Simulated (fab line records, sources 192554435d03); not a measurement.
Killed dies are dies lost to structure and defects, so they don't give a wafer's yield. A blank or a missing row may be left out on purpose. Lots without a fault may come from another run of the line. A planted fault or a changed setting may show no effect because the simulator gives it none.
Which tool did it? | flow n5_finfet | 10 lots, 27 wafers sampled, at 5 steps of a route of 1938

WHAT THE GAUGES READ, wafer by wafer
N5_MOL_CONTACT_COAG_INSPECT_57: inspects for defects (brightfield). Usual: raw_defect_count 206, standard deviation 41.
lot  | measured     | on                | raw_defect_count | flag
L972 | day 5 08:20  | defect_inspect-01 | 206 282 269      |
L976 | day 6 10:46  | defect_inspect-02 | 211 203 234      |
L978 | day 6 16:13  | defect_inspect-01 | 162 215 196      |
L979 | day 7 06:53  | defect_inspect-02 | 164 190 196      |
L981 | day 7 09:52  | defect_inspect-01 | 134 198 137      |
L983 | day 8 02:09  | defect_inspect-02 | 226 242 186      |
L984 | day 8 13:41  | defect_inspect-01 | 261 176 206      |
L987 | day 9 00:44  | defect_inspect-02 | 198 182          |
L988 | day 9 08:55  | defect_inspect-02 | 211 156          |
L992 | day 10 09:38 | defect_inspect-01 | 233 234          |

N5_BEOL_M4_RC_MEAS_101. Usual: DIBL_N 35.4 mV/V, standard deviation 2.1; DIBL_P 34.8 mV/V, standard deviation 2.6; IOFF_N 0.15 nA/um, standard deviation 0.037; IOFF_P 0.19 nA/um, standard deviation 0.037; ION_N 677 uA/um, standard deviation 16; ION_P 462 uA/um, standard deviation 9.3; SS_N 71.4 mV/dec, standard deviation 0.75; SS_P 72.9 mV/dec, standard deviation 0.77; VT_N 250 mV, standard deviation 3.7; VT_P -251 mV, standard deviation 3.5.
lot  | measured     | on        | DIBL_N (mV/V)  | DIBL_P (mV/V)  | IOFF_N (nA/um) | IOFF_P (nA/um) | ION_N (uA/um) | ION_P (uA/um) | SS_N (mV/dec)  | SS_P (mV/dec)  | VT_N (mV)   | VT_P (mV)      | flag
L972 | day 8 15:29  | prober-01 | 35.6 39.3 37.9 | 34.3 38.9 37.1 | 0.13 0.22 0.19 | 0.14 0.20 0.18 | 654 684 686   | 441 455 455   | 71.5 73.0 72.5 | 72.4 73.8 73.3 | 255 247 249 | -257 -256 -254 |
L976 | day 9 08:56  | prober-02 | 39.0 32.9 37.2 | 37.7 31.1 35.9 | 0.24 0.12 0.20 | 0.23 0.15 0.21 | 679 672 688   | 456 463 465   | 72.0 70.8 72.7 | 74.2 72.4 73.9 | 245 255 245 | -248 -252 -248 |
L978 | day 9 10:58  | prober-01 | 34.8 37.2 34.0 | 33.8 36.0 32.3 | 0.13 0.16 0.12 | 0.16 0.18 0.13 | 664 678 660   | 456 457 448   | 71.1 71.7 70.9 | 73.1 73.2 71.5 | 251 248 255 | -257 -253 -257 |
L979 | day 10 10:59 | prober-01 | 35.8 36.6 36.7 | 35.1 34.8 35.7 | 0.16 0.16 0.16 | 0.19 0.19 0.20 | 697 688 690   | 474 464 471   | 71.5 71.2 71.1 | 72.5 73.1 72.8 | 246 247 247 | -249 -251 -250 |
L981 | day 10 14:34 | prober-01 | 34.5 36.8 36.8 | 34.6 37.8 36.9 | 0.13 0.15 0.16 | 0.17 0.20 0.19 | 684 669 668   | 464 453 457   | 71.4 71.6 71.8 | 72.2 73.7 73.4 | 252 251 249 | -252 -255 -253 |
L983 | day 11 11:31 | prober-02 | 34.3 39.5 32.7 | 34.2 41.3 31.6 | 0.13 0.25 0.11 | 0.17 0.31 0.14 | 660 712 669   | 454 480 457   | 71.3 72.6 70.9 | 71.9 74.3 72.1 | 251 242 253 | -253 -243 -254 |
L984 | day 11 18:20 | prober-02 | 33.6 35.7 34.1 | 33.6 36.7 34.6 | 0.15 0.18 0.16 | 0.20 0.24 0.22 | 688 682 700   | 480 469 479   | 70.6 71.7 71.4 | 72.4 72.5 72.1 | 246 248 246 | -248 -248 -250 |
L987 | day 11 20:48 | prober-02 | 38.6 39.1      | 39.2 38.8      | 0.20 0.18      | 0.24 0.23      | 681 672       | 474 464       | 72.1 71.7      | 73.5 73.8      | 248 251     | -249 -251      |
L988 | day 12 14:50 | prober-01 | 37.6 38.4      | 37.1 37.6      | 0.17 0.22      | 0.22 0.24      | 678 669       | 467 460       | 71.9 72.4      | 73.8 73.7      | 248 249     | -246 -248      |
L992 | day 13 15:11 | prober-01 | 38.2 35.8      | 38.1 33.8      | 0.19 0.13      | 0.21 0.14      | 704 668       | 475 445       | 71.7 71.5      | 75.0 73.2      | 247 254     | -253 -261      |

WHICH TOOL RAN EACH LOT (tool, then ch and the chambers of the sampled wafers, then the start)
lot  | N5_MOL_CONTACT_COAG_CMP_23   | N5_MOL_CONTACT_COAG_ETCHBACK_132  | N5_MOL_CONTACT_COAG_ETCH_47
L972 | cmp-04 ch 0,3, day 4 20:54   | rie_diel-05 ch 0,1,3, day 5 08:52 | rie_diel-05 ch 0,1,3, day 5 09:07
L976 | cmp-03 ch 0,1, day 6 07:10   | rie_diel-03 ch 1,2, day 6 11:13   | rie_diel-03 ch 1,2, day 6 11:29
L978 | cmp-04 ch 0,1,3, day 6 12:31 | rie_diel-01 ch 0,1,3, day 6 16:34 | rie_diel-01 ch 0,1,3, day 6 16:50
L979 | cmp-03 ch 0,1, day 7 02:25   | rie_diel-03 ch 1, day 7 07:22     | rie_diel-03 ch 1, day 7 07:46
L981 | cmp-03 ch 0,2, day 7 05:26   | rie_diel-03 ch 0,1,3, day 7 12:02 | rie_diel-03 ch 0,1,3, day 7 12:17
L983 | cmp-03 ch 2,3, day 7 21:26   | rie_diel-03 ch 0,3, day 8 02:36   | rie_diel-03 ch 0,3, day 8 02:52
L984 | cmp-01 ch 0,2,3, day 8 07:37 | rie_diel-03 ch 2,3, day 8 14:32   | rie_diel-03 ch 2,3, day 8 14:48
L987 | cmp-04 ch 3, day 8 20:44     | rie_diel-03 ch 1,2, day 9 01:28   | rie_diel-03 ch 1,2, day 9 01:43
L988 | cmp-04 ch 2, day 9 05:10     | rie_diel-03 ch 1,2, day 9 09:22   | rie_diel-03 ch 1,2, day 9 09:38
L992 | cmp-01 ch 2,3, day 10 05:43  | rie_diel-03 ch 0,2, day 10 09:59  | rie_diel-03 ch 0,2, day 10 10:14
- N5_MOL_CONTACT_COAG_CMP_23: polishes, stops on SiO2, t overpolish 1.5 s, target thk 0 nm.
- N5_MOL_CONTACT_COAG_ETCHBACK_132: etches SiO2 in CHF3, target depth 10 nm, time 6.7 s.
- N5_MOL_CONTACT_COAG_ETCH_47: etches SiNx in CH3F/O2, stops on W, target depth 27 nm.

WHAT THE TOOLS THEMSELVES READ (means of the sampled wafers that have a number; where no wafer has one, the mark that the record gives instead)
N5_MOL_CONTACT_COAG_CMP_23. Usual: motor_current_A 8.4 A, standard deviation 0.77; overpolish_run_s 1.500 s, standard deviation 0.009; time_to_endpoint_s 8 s, standard deviation 3.1.
lot  | tool   | motor_current_A (A) | overpolish_run_s (s) | time_to_endpoint_s (s) | flag
L972 | cmp-04 | 8.0                 | 1.506                | 6                      |
L976 | cmp-03 | 9.2                 | 1.494                | 5                      |
L978 | cmp-04 | 8.2                 | 1.497                | 9                      |
L979 | cmp-03 | 8.9                 | 1.510                | 10                     |
L981 | cmp-03 | 8.5                 | 1.508                | 6                      |
L983 | cmp-03 | 7.9                 | 1.499                | 5                      |
L984 | cmp-01 | 7.8                 | 1.503                | 10                     |
L987 | cmp-04 | 7.9                 | 1.500                | 6                      |
L988 | cmp-04 | 8.2                 | 1.498                | 12                     |
L992 | cmp-01 | 8.1                 | 1.510                | 8                      |

N5_MOL_CONTACT_COAG_ETCHBACK_132. Usual: drypump_motor_current_A 5.65 A, standard deviation 0.3; oes_product_au 0.80 a.u., standard deviation 0.09; rf_vpp_V 522 V, standard deviation 9.7; showerhead_plenum_p_Torr 2.38 Torr, standard deviation 0.082; throttle_valve_pct 18.81 %, standard deviation 0.22.
lot  | tool        | drypump_motor_current_A (A) | oes_product_au (a.u.) | rf_vpp_V (V) | showerhead_plenum_p_Torr (Torr) | throttle_valve_pct (%) | flag
L972 | rie_diel-05 | 5.65                        | 0.79                  | 521          | 2.37                            | 18.76                  |
L976 | rie_diel-03 | 5.50                        | 0.74                  | 522          | 2.28                            | 18.92                  |
L978 | rie_diel-01 | 5.74                        | 0.76                  | 522          | 2.39                            | 18.77                  |
L979 | rie_diel-03 | 5.39                        | 0.73                  | 528          | 2.28                            | 19.04                  |
L981 | rie_diel-03 | 5.52                        | 0.77                  | 526          | 2.39                            | 18.92                  |
L983 | rie_diel-03 | 5.59                        | 0.81                  | 520          | 2.43                            | 18.78                  |
L984 | rie_diel-03 | 5.67                        | 0.78                  | 510          | 2.34                            | 18.71                  |
L987 | rie_diel-03 | 5.51                        | 0.73                  | 519          | 2.28                            | 18.91                  |
L988 | rie_diel-03 | 5.54                        | 0.73                  | 518          | 2.28                            | 18.91                  |
L992 | rie_diel-03 | 5.62                        | 0.72                  | 523          | 2.36                            | 18.95                  |

N5_MOL_CONTACT_COAG_ETCH_47. Usual: drypump_motor_current_A 5.65 A, standard deviation 0.3; etch_rf_on_time_s 30.5 s, standard deviation 0.6; oes_product_au 0.71 a.u., standard deviation 0.08; rf_vpp_V 296 V, standard deviation 5.4; showerhead_plenum_p_Torr 2.00 Torr, standard deviation 0.073; throttle_valve_pct 16.43 %, standard deviation 0.22.
lot  | tool        | drypump_motor_current_A (A) | etch_rf_on_time_s (s) | oes_product_au (a.u.) | rf_vpp_V (V) | showerhead_plenum_p_Torr (Torr) | throttle_valve_pct (%) | flag
L972 | rie_diel-05 | 5.64                        | 30.3                  | 0.71                  | 296          | 1.99                            | 16.38                  |
L976 | rie_diel-03 | 5.48                        | 30.7                  | 0.66                  | 296          | 1.91                            | 16.51                  |
L978 | rie_diel-01 | 5.75                        | 30.9                  | 0.68                  | 297          | 2.00                            | 16.39                  |
L979 | rie_diel-03 | 5.37                        | 30.1                  | 0.65                  | 300          | 1.91                            | 16.62                  |
L981 | rie_diel-03 | 5.51                        | 30.3                  | 0.69                  | 299          | 2.01                            | 16.52                  |
L983 | rie_diel-03 | 5.61                        | 30.1                  | 0.72                  | 296          | 2.05                            | 16.42                  |
L984 | rie_diel-03 | 5.68                        | 30.5                  | 0.70                  | 289          | 1.96                            | 16.33                  |
L987 | rie_diel-03 | 5.56                        | 31.0                  | 0.65                  | 294          | 1.91                            | 16.50                  |
L988 | rie_diel-03 | 5.54                        | 30.2                  | 0.65                  | 294          | 1.91                            | 16.52                  |
L992 | rie_diel-03 | 5.62                        | 31.0                  | 0.64                  | 296          | 1.98                            | 16.56                  |

THE ANSWER, worked out from the rows above alone
Rule: a lot is off if the mean of its wafers that have a number lies more than 3 standard deviations from the usual mean. A lot without any number at a reading at which 4 lots or more have one is off too. The other lots that the step has rows for count as sound. The gauges are gone through in route order, then the tools' own readings, and for those a lot's mean is taken as printed above. The first step at which some lot is off is used, and at that step the reading that is off furthest; a lot without a number counts as furthest.
No lot is off at any reading shown: from this, nothing can be told.

WHAT THE SIMULATOR HAD PUT IN
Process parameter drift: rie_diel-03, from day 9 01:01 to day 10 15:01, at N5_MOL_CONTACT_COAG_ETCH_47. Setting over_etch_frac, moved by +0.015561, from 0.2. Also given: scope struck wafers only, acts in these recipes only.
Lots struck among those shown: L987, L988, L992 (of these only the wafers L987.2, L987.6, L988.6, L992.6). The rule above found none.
